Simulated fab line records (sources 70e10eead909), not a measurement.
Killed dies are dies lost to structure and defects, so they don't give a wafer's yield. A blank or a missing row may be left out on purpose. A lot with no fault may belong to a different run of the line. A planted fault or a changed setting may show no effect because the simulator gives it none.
fab line records | flow nand_harc
record: lots: 14 wafers: 42 last_day: 31
route steps=1302 shown A_DECK1_JOINT@518 A_ONON_D2@549
lots that met no fault: from a run of the same line without faults
start_h: the number of hours between the record's first day and the start of the first shown wafer of the lot | wait_h: hours since the lot's step before | " unchanged from the row above | L1.1+2: a single row standing in for several wafers | - no value present, or no start provided | * or withheld: withheld | < > ~ a bound
route shown NAME@n: NAME is a module with steps in the file, n the number in the route of the first one | usual: mean/standard deviation taken from wafers without a fault | same: alike in all rows | chamber/n: place in a boat | sites: per-site readings | _std_site: the values' standard deviation | _edge_site: the outer-site mean with the inner-site mean subtracted | radius_mm: for every site, how far away it sits from the centre of the wafer | mask NAME#n: copy n | behind: tool/chamber where the wafer was last shaped | hold: cause of the lot's hold/its duration in hours/its outcome | device: transistor that didn't switch, given as n, p or np | end of line: tests of these same wafers at the route's end | step lacking rows: just its recipe | killed: at the first sort, the dies lost to defects and structure; wafer yield is something else | map: the dies of a wafer, with x for killed, . for not killed, _ for no die there
set.NAME: the run value of the setting; set.NAME@STEP: its run value at that earlier step | model.NAME: the simulator's own value behind a step, which no gauge read
route steps across a sampled set of lots; one table per step, one row per wafer
services: when a tool's chamber went out of use (start_h, in hours from the record's first day, below 0 if earlier), for how many hours, and the reason
== steps ==
step: NHARC_A_DECK1_JOINT_ETCHBACK_07
recipe: target_depth_a: 1050 time_s: 26.9 hbr_flow_sccm: 150 rf_w: 350 icp_w: 350 bias_w: 60 chemistry: HBr
usual: drypump_motor_current_A: 6.0/0.44 oes_product_au: 1.000/0.0066 throttle_valve_pct: 23.265/0.0092
columns lot.wafer tool chamber start_h wait_h drypump_motor_current_A oes_product_au rf_hours_counter_h throttle_valve_pct
L523.1 rie_si-02 0 238.93 0.1 5.6 1.009 0.9 23.264
L523.3 " 1 " " 5.5 0.997 0.8 23.253
L523.5 " 2 " " 6.2 1.007 - 23.280
L524.4 rie_si-02 3 245.72 0.1 5.8 1.002 0.8 23.254
L524.3 " 1 " " 5.5 0.996 0.9 23.256
L524.5 " 0 " " 5.6 1.009 - 23.256
L525.2 rie_si-02 3 268.36 0.1 5.8 1.002 1.0 23.262
L525.3 " 2 " " 6.2 1.014 0.8 23.267
L525.6 " 0 " " 5.6 1.012 - 23.274
L526.4 rie_si-06 0 268.39 0.1 6.1 1.005 0.1 23.269
L526.2 " 1 " " 6.1 1.001 0.1 23.261
L526.5 " 3 " " 6.1 0.997 - 23.260
L527.2 rie_si-02 3 276.71 0.1 5.9 0.992 1.0 23.278
L527.4 " 0 " " 5.6 0.998 1.2 23.263
L527.6 " 3 " " 5.9 1.002 - 23.278
L528.4 rie_si-02 2 298.07 0.1 6.1 0.992 0.1 23.265
L528.1 " 3 " " 5.9 0.997 0.0 23.255
L528.2 " 0 " " 5.6 1.020 0.1 23.268
L529.4 rie_si-02 2 304.47 0.1 6.2 1.006 0.1 23.283
L529.6 " 2 " " 6.2 1.006 - 23.270
L529.5 " 3 " " 5.8 0.993 - 23.276
L530.2 rie_si-02 0 317.92 0.1 5.6 1.011 0.2 23.264
L530.1 " 3 " " 5.8 1.010 0.1 23.266
L530.5 " 2 " " 6.2 1.002 - 23.271
L531.1 rie_si-03 1 322.32 0.1 6.6 1.009 0.6 23.269
L531.4 " 2 " " 6.4 1.000 0.6 23.273
L531.5 " 1 " " 6.6 0.995 - 23.258
L532.2 rie_si-02 0 335.22 0.1 5.6 1.008 0.3 23.263
L532.3 " 1 " " 5.5 0.994 0.3 23.263
L532.1 " 3 " " 5.8 0.997 0.3 23.264
L534.1 rie_si-03 0 356.23 0.1 6.7 0.994 0.9 23.265
L534.2 " 1 " " 6.6 1.008 0.9 23.281
L534.5 " 0 " " 6.6 0.989 - 23.274
L535.3 rie_si-02 2 356.23 0.1 6.1 0.994 0.5 23.270
L535.1 " 1 " " 5.5 0.996 0.4 23.276
L535.6 " 2 " " 6.1 0.996 - 23.269
L540.3 rie_si-03 0 418.70 0.1 6.7 0.995 0.0 23.268
L540.4 " 1 " " 6.7 0.999 0.0 23.252
L540.1 " 3 " " 6.0 0.997 0.1 23.250
L541.3 rie_si-06 1 422.79 0.1 6.1 1.005 0.9 23.250
L541.2 " 3 " " 6.2 0.997 1.0 23.271
L541.6 " 1 " " 6.1 1.013 - 23.261
step: NHARC_A_DECK1_JOINT_CMP_02
recipe: material: SiOx
usual: motor_current_A: 12.3/1.1 slurry_flow_ml_min: 150.0/0.45
columns lot.wafer tool chamber start_h wait_h motor_current_A slurry_flow_ml_min
L523.3 cmp-02 3 273.51 0.4 11.5 150.4
L523.1 " 0 " " 13.9 150.3
L523.5 " 2 " " 13.1 150.2
L524.3 cmp-02 0 289.34 0.4 13.4 150.3
L524.4 " 2 " " 12.6 149.3
L524.5 " 0 " " 13.4 150.1
L526.4 cmp-02 0 299.41 0.4 13.5 149.6
L526.2 " 1 " " 13.8 151.2
L526.5 " 0 " " 13.9 149.8
L525.2 cmp-04 0 299.41 0.4 10.7 149.6
L525.3 " 2 " " 13.3 150.3
L525.6 " 1 " " 11.4 150.5
L527.2 cmp-02 2 316.45 0.4 12.3 149.7
L527.4 " 0 " " 13.3 150.3
L527.6 " 1 " " 13.8 149.9
L528.4 cmp-04 2 331.83 0.4 13.2 150.2
L528.2 " 3 " " 12.1 150.0
L528.1 " 0 " " 10.3 150.5
L529.4 cmp-03 0 337.44 0.4 13.1 150.5
L529.5 " 3 " " 12.0 149.2
L529.6 " 0 " " 12.0 150.2
L530.2 cmp-04 1 355.19 0.4 10.0 150.0
L530.1 " 3 " " 12.2 150.2
L530.5 " 1 " " 11.5 150.0
L531.4 cmp-03 0 359.26 0.4 13.0 150.3
L531.1 " 1 " " 12.3 150.0
L531.5 " 3 " " 12.0 150.2
L532.1 cmp-04 2 373.46 0.4 12.5 150.6
L532.3 " 0 " " 10.1 150.5
L532.2 " 1 " " 10.7 150.3
L534.1 cmp-02 1 391.27 0.4 13.1 149.9
L534.2 " 0 " " 13.9 149.6
L534.5 " 1 " " 14.2 150.0
L535.1 cmp-03 2 391.29 0.4 12.0 150.1
L535.3 " 3 " " 12.5 150.1
L535.6 " 2 " " 11.8 149.9
L540.4 cmp-02 1 452.20 0.4 13.7 150.3
L540.1 " 3 " " 11.0 149.7
L540.3 " 0 " " 14.1 149.5
L541.2 cmp-03 3 452.27 0.4 12.0 150.3
L541.3 " 0 " " 12.2 150.3
L541.6 " 2 " " 11.5 150.3
step: NHARC_A_ONON_D2_DEP_06
recipe: target_thk_a: 10000 n2_flow_sccm: 2750 n2o_flow_sccm: 2000 nh3_flow_sccm: 500 sih4_flow_sccm: 210 temp_c: 400
usual: susceptor_temp_C: 400.02/0.21
columns lot.wafer tool chamber start_h wait_h susceptor_temp_C
L523.1 pecvd_onon-02 0 275.39 0.1 400.04
L523.3 " 0 " " 399.97
L523.5 " 0 " " 400.09
L524.3 pecvd_onon-03 0 291.33 0.2 399.96
L524.4 " 0 " " 400.12
L524.5 " 0 " " 399.76
L526.2 pecvd_onon-01 0 301.37 0.1 400.03
L526.4 " 0 " " 400.72
L526.5 " 0 " " 400.51
L525.2 pecvd_onon-02 0 301.51 0.1 400.12
L525.3 " 0 " " 399.87
L525.6 " 0 " " 399.92
L527.2 pecvd_onon-02 0 318.38 0.1 400.31
L527.4 " 0 " " 400.05
L527.6 " 0 " " 400.14
L528.1 pecvd_onon-01 0 333.74 0.1 399.96
L528.2 " 0 " " 400.04
L528.4 " 0 " " 399.85
L529.4 pecvd_onon-01 0 339.52 0.2 400.36
L529.5 " 0 " " 400.18
L529.6 " 0 " " 399.74
L530.1 pecvd_onon-02 0 357.12 0.1 400.07
L530.2 " 0 " " 399.81
L530.5 " 0 " " 400.23
L531.1 pecvd_onon-02 0 361.12 0.1 399.87
L531.4 " 0 " " 399.90
L531.5 " 0 " " 399.91
L532.1 pecvd_onon-01 0 375.43 0.1 400.14
L532.2 " 0 " " 399.49
L532.3 " 0 " " 399.86
L535.1 pecvd_onon-03 0 393.17 0.1 400.19
L535.3 " 0 " " 400.30
L535.6 " 0 " " 400.43
L534.1 pecvd_onon-01 0 393.19 0.1 400.20
L534.2 " 0 " " 400.05
L534.5 " 0 " " 400.18
L540.1 pecvd_onon-02 0 454.10 0.1 400.13
L540.3 " 0 " " 399.87
L540.4 " 0 " " 400.05
L541.2 pecvd_onon-02 0 454.52 0.1 400.11
L541.3 " 0 " " 400.08
L541.6 " 0 " " 400.29
step: NHARC_A_ONON_D2_THK_MEAS_08
recipe: thk_meas_gauge: ellipsometry
usual: thk_nm: 999/13
columns lot.wafer tool chamber start_h wait_h thk_nm
L523.1 film_metro-01 - 275.90 - 1000
L523.3 " - " " 1001
L523.5 " - " " 997
L524.3 film_metro-01 - 291.73 - 1002
L524.4 " - " " 1000
L524.5 " - " " 1001
L526.2 film_metro-02 - 301.82 - 984
L526.4 " - " " 985
L526.5 " - " " 984
L525.2 film_metro-01 - 301.96 - 1016
L525.3 " - " " 1017
L525.6 " - " " 1018
L527.2 film_metro-01 - 318.84 - 1003
L527.4 " - " " 1002
L527.6 " - " " 1001
L528.1 film_metro-01 - 334.25 - 981
L528.2 " - " " 982
L528.4 " - " " 981
L529.4 film_metro-02 - 339.86 - 993
L529.5 " - " " 991
L529.6 " - " " 992
L530.1 film_metro-01 - 357.64 - 993
L530.2 " - " " 992
L530.5 " - " " 993
L531.1 film_metro-01 - 361.63 - 993
L531.4 " - " " 994
L531.5 " - " " 996
L532.1 film_metro-01 - 375.95 - 998
L532.2 " - " " 997
L532.3 " - " " 997
L535.1 film_metro-02 - 393.68 - 970
L535.3 " - " " 973
L535.6 " - " " 970
L534.1 film_metro-01 - 393.70 - 1014
L534.2 " - " " 1013
L534.5 " - " " 1015
L540.1 film_metro-01 - 454.62 - 1001
L540.3 " - " " 960
L540.4 " - " " 1001
L541.2 film_metro-02 - 454.96 - 1000
L541.3 " - " " 960
L541.6 " - " " 1001
step: NHARC_A_ONON_D2_DEP_33
recipe: target_thk_a: 2000 temp_c: 400 pressure_torr: 6.5 rf_w: 900 teos_flow_sccm: 161.4 flow_sccm: 2650 target_thk_nm: 200 gas: O2 material: SiO2
usual: heater_power_w: 560/84 susceptor_temp_C: 400.01/0.21 throttle_valve_pct: 15.9/0.69
columns lot.wafer tool chamber start_h wait_h heater_power_w susceptor_temp_C throttle_valve_pct
L523.3 pecvd-03 0 287.13 0.1 559 399.79 15.5
L523.1 " 2 " " 586 400.14 16.9
L523.5 " 1 " " 434 400.18 14.5
L524.3 pecvd-01 0 302.62 0.1 487 399.86 15.3
L524.4 " 1 " " 467 399.46 16.8
L524.5 " 0 " " 484 400.21 15.1
L526.2 pecvd-04 1 312.68 0.1 727 399.99 15.4
L526.4 " 0 " " 530 400.37 15.6
L526.5 " 1 " " 694 400.00 15.6
L525.2 pecvd-03 2 312.79 0.2 577 400.11 16.9
L525.3 " 1 " " 458 399.92 14.6
L525.6 " 1 " " 463 399.73 14.8
L527.2 pecvd-03 2 329.65 0.1 573 400.54 16.9
L527.6 " 1 " " 471 400.18 14.9
L527.4 " 0 " " 514 400.19 15.9
L528.2 pecvd-04 1 345.46 0.1 650 400.21 15.7
L528.1 " 2 " " 524 400.23 16.2
L528.4 " 0 " " 634 399.92 15.6
L529.5 pecvd-04 0 350.84 0.2 608 400.02 15.6
L529.4 " 1 " " 679 400.10 16.0
L529.6 " 2 " " 619 399.94 15.7
L530.2 pecvd-04 2 370.52 0.1 613 399.68 16.1
L530.1 " 0 " " 659 399.92 15.7
L530.5 " 1 " " 618 400.13 16.0
L531.1 pecvd-01 0 370.76 0.3 562 400.09 15.1
L531.4 " 1 " " 442 399.82 16.9
L531.5 " 2 " " 628 400.34 16.0
L532.2 pecvd-01 1 387.13 0.1 505 400.12 16.8
L532.3 " 2 " " 697 400.23 16.0
L532.1 " 0 " " 556 399.84 15.2
L534.2 pecvd-03 1 404.49 0.1 544 400.07 15.1
L534.1 " 2 " " 468 399.97 16.7
L534.5 " 0 " " 422 399.86 15.8
L535.1 pecvd-01 0 404.54 0.1 518 400.17 15.6
L535.3 " 1 " " 470 399.96 17.1
L535.6 " 2 " " 681 399.99 16.2
L541.2 pecvd-01 1 465.59 0.1 480 399.68 17.2
L541.3 " 2 " " 718 399.68 16.1
L541.6 " 0 " " 544 400.12 15.6
L540.1 pecvd-04 0 465.63 0.1 570 400.06 15.5
L540.3 " 1 " " 678 400.09 14.9
L540.4 " 0 " " 585 399.96 15.5
== services ==
columns tool chamber start_h hours kind
cmp-04 - 227.15 3.2 repair
cmp-02 - 232.59 4.0 pm
cmp-03 - 249.12 6.3 repair
rie_si-02 1 260.14 2.7 repair
pecvd_onon-01 - 269.00 13.0 pm
pecvd-04 - 269.49 13.0 pm
cmp-03 - 270.45 4.0 pm
rie_si-02 - 277.00 9.0 pm
cmp-02 - 285.74 1.3 repair
pecvd-03 - 296.03 4.8 repair
cmp-03 - 309.67 2.8 repair
cmp-04 - 310.06 4.0 pm
pecvd-01 - 311.30 13.0 pm
rie_si-02 1 313.89 5.8 repair
cmp-02 - 326.53 19.9 repair
rie_si-02 1 340.75 3.9 repair
pecvd-01 - 340.93 1.6 repair
pecvd_onon-02 - 366.00 13.0 pm
cmp-02 - 372.75 2.1 repair
rie_si-02 1 385.19 11.0 repair
cmp-02 - 444.38 4.0 pm
pecvd_onon-01 - 450.00 13.0 pm
pecvd-04 - 450.49 13.0 pm
rie_si-02 - 454.00 9.0 pm
== key ==
first_sign: step: NHARC_A_ONON_D2_THK_MEAS_08 reading: thk_nm direction: down sigmas: 3.2 usual: 999 struck: 960
effect none on later readings
met_at NHARC_A_ONON_D2_DEP_06
struck_lots L540,L541
struck_wafers L540.3,L541.3
sort_left_out L540.3,L541.3
tester_left_out L540,L541
not_acting_at NHARC_A_DECK1_JOINT_ETCHBACK_07,NHARC_A_DECK1_JOINT_CMP_02,NHARC_A_ONON_D2_DEP_33
fault: kind: process_parameter_drift tool: pecvd_onon-02 chamber: - onset_h: 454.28 steps: NHARC_A_ONON_D2_DEP_06 channel: target_thk_a offset: * shape: step end_h: 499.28 scope: struck_wafers_only acts_in: * stated: *
tester_left_out: of these lots the tester's yield and bins aren't shown, on N5 and GAA mostly nor the transistor test; their killed dies are dies lost to structure and defects alone, not to doping, threshold or leakage, so they don't give the yield
sort_left_out: the simulated sort isn't trusted on such a fault, so these wafers' sort isn't shown, and their yield isn't known
